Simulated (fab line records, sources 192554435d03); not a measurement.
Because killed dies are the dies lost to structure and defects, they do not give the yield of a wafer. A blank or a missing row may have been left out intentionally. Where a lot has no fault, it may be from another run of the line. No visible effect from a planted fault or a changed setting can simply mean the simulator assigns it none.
Problem report in the 8D (eight disciplines) form, filled by code | flow n5-finfet | the parts of the form that need people (team, actions taken, sign-off) are left out

== 1. THE PROBLEM ==
killed_at_M0_to_M3 at N5_PASSIVATION_PROBE_49 reads a mean of 133 on 6 wafers of 2 lots; wafers without a fault read 34 with a standard deviation of 10. Relative to the usual mean, that is a shift of +9.9 standard deviations.
First observed at day 17 20:28: wafer L700.2, on prober-02. At this step, 23 wafers from 8 lots have a number in the record. The rule behind "out" and "out of limits": a value lying over 4 standard deviations away from the usual mean. The other wafers with a number count as sound.

== 2. WHAT IT IS AND WHAT IT IS NOT ==
question                    | is                                                                                                      | is not
which readings at this step | killed_at_M0_to_M3, defect-limited-yield, killed-dies, sort_bin_5_function, sort-n-pass, sort-yield-pct | killed_at_M4_up, killed-at-contacts, killed-at-front-end, killed-at-other, killed-open
which lots                  | L700, L701                                                                                              | L688, L691, L694, L695, L703, L709
which wafers of those lots  | all that have a number                                                                                  | -
read on which tools         | prober-02                                                                                               | prober-01
when                        | from day 17 20:28                                                                                       | up to then (12 sound wafers); but 5 sound wafers of L703, L709 came after

== 3. THE SUSPECTS, EACH WITH WHAT RULES IT OUT ==
Counting: any tool at a process step up to the reading is kept as a suspect provided that every lot that is out went through it and no sound lot did after the first of them.
- pvd-sputter-02 at N5_BEOL_M1_SPUTTER_88 (material Cu, target thk 4.5 nm, time 8.29 s): kept. All lots that are out passed through it, beginning with L700 at day 10 15:30, and no sound lot followed; its final sound lot before that point was L694 at day 8 01:21.
- prober-02 at N5_PASSIVATION_PROBE_49: kept. All lots that are out passed through it, beginning with L700 at day 17 20:28, and no sound lot followed; its final sound lot before that point was L694 at day 15 11:35. On those wafers its own readings are out: defect-limited-yield, killed_at_M0_to_M3, killed-dies, sort_bin_5_function, sort-n-pass, sort-yield-pct.
What counting leaves: pvd-sputter-02 at N5_BEOL_M1_SPUTTER_88 and prober-02 at N5_PASSIVATION_PROBE_49.

== 4. THE CAUSE (what the simulator had put in) ==
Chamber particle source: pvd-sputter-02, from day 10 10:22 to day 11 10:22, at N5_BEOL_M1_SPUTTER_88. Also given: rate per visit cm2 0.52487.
2 suspects survive the count, and this tool is in that group.

== 5. THE EFFECT CHAIN, in route order ==
Each row: a reading where the mean over the struck wafers with a number is more than 3 standard deviations away from the usual. Only readings whose record carries a usual standard deviation are examined. hours: median over the lots of the time between each lot's start at the first step of this table that gives one and its start at this step. sigmas: the change, counted in usual standard deviations.
hours | step                    | reading              | usual  | on struck wafers | change | sigmas
0     | N5_PASSIVATION_PROBE_49 | defect-limited-yield | 91.3 % | 84.0             | -7.3   | -5.2
0     | N5_PASSIVATION_PROBE_49 | killed_at_M0_to_M3   | 34     | 133              | +99    | +9.9
0     | N5_PASSIVATION_PROBE_49 | killed-dies          | 103    | 189              | +86    | +5.1
0     | N5_PASSIVATION_PROBE_49 | sort_bin_5_function  | 5.1 %  | 10.2             | +5.1   | +5.3
0     | N5_PASSIVATION_PROBE_49 | sort-n-pass          | 1077   | 991              | -86    | -5.1
0     | N5_PASSIVATION_PROBE_49 | sort-yield-pct       | 91.2 % | 84.0             | -7.2   | -5.2
Its process steps:
- N5_PASSIVATION_PROBE_49

== 6. WHAT WOULD HAVE CAUGHT IT SOONER ==
The fault began at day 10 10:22; the first out-of-limits reading in this record came at day 17 20:28, 178 hours later.
Tool readings at N5_BEOL_M1_SPUTTER_88 with a usual standard deviation given in the record: none out on any struck wafer, hence no alarm at a limit of 4 standard deviations on them.
All the lots that are out (2) had begun N5_BEOL_M1_SPUTTER_88 on pvd-sputter-02 by day 17 20:28. None of them would have been spared by holding the tool at that moment.
